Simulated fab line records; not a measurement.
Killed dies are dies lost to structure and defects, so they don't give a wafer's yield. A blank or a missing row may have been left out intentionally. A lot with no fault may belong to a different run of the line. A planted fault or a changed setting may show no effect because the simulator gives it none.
Which of the tools did it? + flow n5-finfet + 11 lots with 32 wafers sampled at 4 steps, on a route of 1938 steps

## WHAT EACH GAUGE READ, for each wafer
N5_BEOL_M9_OVL_MEAS_12.
| lot  | measured     | on         | M9_OVL (nm)   |
|------|--------------|------------|---------------|
| L482 | day 10 05:56 | overlay-01 | 0.0 -1.1 0.8  |
| L484 | day 10 22:33 | overlay-01 | 0.7 -0.2 0.6  |
| L487 | day 11 05:00 | overlay-01 | 1.0 1.2 0.6   |
| L486 | day 11 07:07 | overlay-02 | -0.7 -0.2 0.7 |
| L489 | day 11 22:10 | overlay-02 | 1.0 0.1 0.9   |
| L495 | day 13 09:45 | overlay-02 | -0.6 -0.4 0.7 |
| L494 | day 13 10:22 | overlay-02 | 0.0 1.2 -0.2  |
| L500 | day 15 03:02 | overlay-01 | 0.9 1.9 1.5   |
| L504 | day 15 22:21 | overlay-02 | -0.5 0.0      |
| L503 | day 15 22:33 | overlay-02 | 0.1 -0.4 -0.5 |
| L505 | day 16 02:41 | overlay-02 | 0.7 0.1 1.5   |

N5_BEOL_M9_CD_MEAS_18: pitch 140 nm, target cd 70 nm.
| lot  | measured     | on        | cd-nm (nm)     |
|------|--------------|-----------|----------------|
| L482 | day 10 06:27 | cd-sem-01 | 68.4 69.3 69.2 |
| L484 | day 10 23:04 | cd-sem-01 | 69.4 70.0 69.6 |
| L487 | day 11 06:04 | cd-sem-03 | 70.5 70.5 70.3 |
| L486 | day 11 07:38 | cd-sem-03 | 70.3 70.3 71.0 |
| L489 | day 11 22:50 | cd-sem-03 | 69.3 69.5 69.9 |
| L495 | day 13 10:16 | cd-sem-02 | 70.5 70.0 70.1 |
| L494 | day 13 11:19 | cd-sem-02 | 69.9 70.4 71.1 |
| L500 | day 15 03:34 | cd-sem-02 | 70.8 69.9 71.0 |
| L504 | day 15 23:32 | cd-sem-03 | 69.5 69.5      |
| L503 | day 15 23:37 | cd-sem-01 | 69.2 69.3 69.7 |
| L505 | day 16 03:49 | cd-sem-02 | 70.1 70.0 70.5 |

## WHAT TOOL EACH LOT RAN ON (gives the tool, then ch and the chambers of the sampled wafers, and finally the start)
| lot  | N5_BEOL_M9_ETCH_61                 | N5_BEOL_M9_HM_OPEN_17             |
|------|------------------------------------|-----------------------------------|
| L482 | rie-diel-05 ch 0,2, day 10 06:01   | rie-metal-01 ch 0,1, day 10 06:16 |
| L484 | rie-diel-05 ch 0,3, day 10 22:38   | rie-metal-01 ch 0, day 10 22:53   |
| L487 | rie-diel-04 ch 0,1,3, day 11 05:32 | rie-metal-01 ch 0,1, day 11 05:47 |
| L486 | rie-diel-04 ch 0,2, day 11 07:13   | rie-metal-02 ch 0,1, day 11 07:28 |
| L489 | rie-diel-04 ch 0,1,2, day 11 22:25 | rie-metal-03 ch 0,1, day 11 22:39 |
| L495 | rie-diel-05 ch 0,1,3, day 13 09:50 | rie-metal-01 ch 0, day 13 10:05   |
| L494 | rie-diel-05 ch 0,2,3, day 13 10:53 | rie-metal-01 ch 0,1, day 13 11:08 |
| L500 | rie-diel-02 ch 0,2,3, day 15 03:08 | rie-metal-03 ch 0,1, day 15 03:24 |
| L504 | rie-diel-02 ch 0,1, day 15 23:01   | rie-metal-03 ch 0,1, day 15 23:23 |
| L503 | rie-diel-05 ch 0,1,2, day 15 22:59 | rie-metal-03 ch 1, day 15 23:25   |
| L505 | rie-diel-05 ch 0,1,2, day 16 03:17 | rie-metal-01 ch 0, day 16 03:31   |
- N5_BEOL_M9_ETCH_61: etches SiARC in CF4, target depth 39 nm, time 65 s.
- N5_BEOL_M9_HM_OPEN_17: chemistry Cl2/BCl3, target TiN, target depth 20 nm, overetch 6 nm.

## AS READ BY THE TOOLS THEMSELVES (means over the sampled wafers that have a number; for cases with no such wafer, the mark the record gives instead)
N5_BEOL_M9_ETCH_61.
| lot  | tool        | chamber-pressure-mTorr (mTorr) | drypump-motor-current-A (A) | etch-rf-on-time-s (s) | oes-product-au (a.u.) | rf-vpp-V (V) | showerhead-plenum-p-Torr (Torr) | throttle-valve-pct (%) |
|------|-------------|--------------------------------|-----------------------------|-----------------------|-----------------------|--------------|---------------------------------|------------------------|
| L482 | rie-diel-05 | 40.00                          | 5.7                         | 65.4                  | 0.70                  | 184.8        | 2.18                            | 15.62                  |
| L484 | rie-diel-05 | 39.98                          | 5.8                         | 65.6                  | 0.70                  | 183.8        | 2.14                            | 15.58                  |
| L487 | rie-diel-04 | 40.01                          | 5.6                         | 64.7                  | 0.71                  | 183.4        | 2.13                            | 15.50                  |
| L486 | rie-diel-04 | 40.02                          | 6.2                         | 64.2                  | 0.70                  | 184.4        | 2.16                            | 15.63                  |
| L489 | rie-diel-04 | 40.02                          | 5.9                         | 63.6                  | 0.71                  | 183.1        | 2.13                            | 15.50                  |
| L495 | rie-diel-05 | 39.99                          | 5.8                         | 59.4                  | 0.70                  | 183.9        | 2.14                            | 15.69                  |
| L494 | rie-diel-05 | 39.99                          | 5.8                         | 58.7                  | 0.74                  | 184.0        | 2.15                            | 15.64                  |
| L500 | rie-diel-02 | 40.00                          | 5.4                         | 66.2                  | 0.64                  | 184.0        | 2.20                            | 15.60                  |
| L504 | rie-diel-02 | 40.02                          | 5.2                         | 65.8                  | 0.73                  | 184.8        | 2.21                            | 15.31                  |
| L503 | rie-diel-05 | 39.98                          | 5.8                         | 65.1                  | 0.64                  | 184.1        | 2.16                            | 15.74                  |
| L505 | rie-diel-05 | 39.98                          | 5.8                         | 64.9                  | 0.63                  | 183.9        | 2.16                            | 15.75                  |

N5_BEOL_M9_HM_OPEN_17.
| lot  | tool         | chamber-pressure-mTorr (mTorr) | drypump-motor-current-A (A) | oes-product-au (a.u.) | throttle-valve-pct (%) |
|------|--------------|--------------------------------|-----------------------------|-----------------------|------------------------|
| L482 | rie-metal-01 | 10.002                         | 6.0                         | 0.60                  | 22.47                  |
| L484 | rie-metal-01 | 9.996                          | 5.7                         | 0.72                  | 21.89                  |
| L487 | rie-metal-01 | 10.001                         | 6.0                         | 0.60                  | 22.47                  |
| L486 | rie-metal-02 | 10.006                         | 5.4                         | 0.60                  | 22.20                  |
| L489 | rie-metal-03 | 10.010                         | 6.1                         | 0.68                  | 22.12                  |
| L495 | rie-metal-01 | 9.992                          | 5.7                         | 0.69                  | 21.93                  |
| L494 | rie-metal-01 | 9.992                          | 6.0                         | 0.60                  | 22.49                  |
| L500 | rie-metal-03 | 10.004                         | 6.4                         | 0.67                  | 22.16                  |
| L504 | rie-metal-03 | 9.980                          | 6.3                         | 0.68                  | 22.12                  |
| L503 | rie-metal-03 | 10.003                         | 5.9                         | 0.65                  | 22.10                  |
| L505 | rie-metal-01 | 10.005                         | 5.7                         | 0.67                  | 21.92                  |

## THE ANSWER, worked out from the rows above alone
Rule: the lots themselves supply what counts as usual. The widest of any qualifying gaps counts: lots, ordered by their means at a reading, are off when they make up no more than a third of the lots, leave a main group of 4 or more, and stand apart from it by 3 or more times the standard deviation of that group's means. Not used: any main group whose means are identical at the precision the tables above print for the reading. A lot without any number at a reading at which 4 lots or more have one is off too. The other lots that the step has rows for count as sound. First the gauges in route order, then the tools' own readings, where a lot's mean is used as printed above. The first step at which some lot is off is used, and at that step the reading that is off furthest; a lot without a number counts as furthest.
Off, at N5_BEOL_M9_ETCH_61 on etch-rf-on-time-s: L495, L494. For the main group the mean is 65.1 s and the standard deviation 0.77.
A tool fits if, at that step or a process step before it, it ran every lot that is off, and no sound lot after the first of them. Not one of the candidates tried fits.

## WHAT THE SIMULATOR HAD PUT IN
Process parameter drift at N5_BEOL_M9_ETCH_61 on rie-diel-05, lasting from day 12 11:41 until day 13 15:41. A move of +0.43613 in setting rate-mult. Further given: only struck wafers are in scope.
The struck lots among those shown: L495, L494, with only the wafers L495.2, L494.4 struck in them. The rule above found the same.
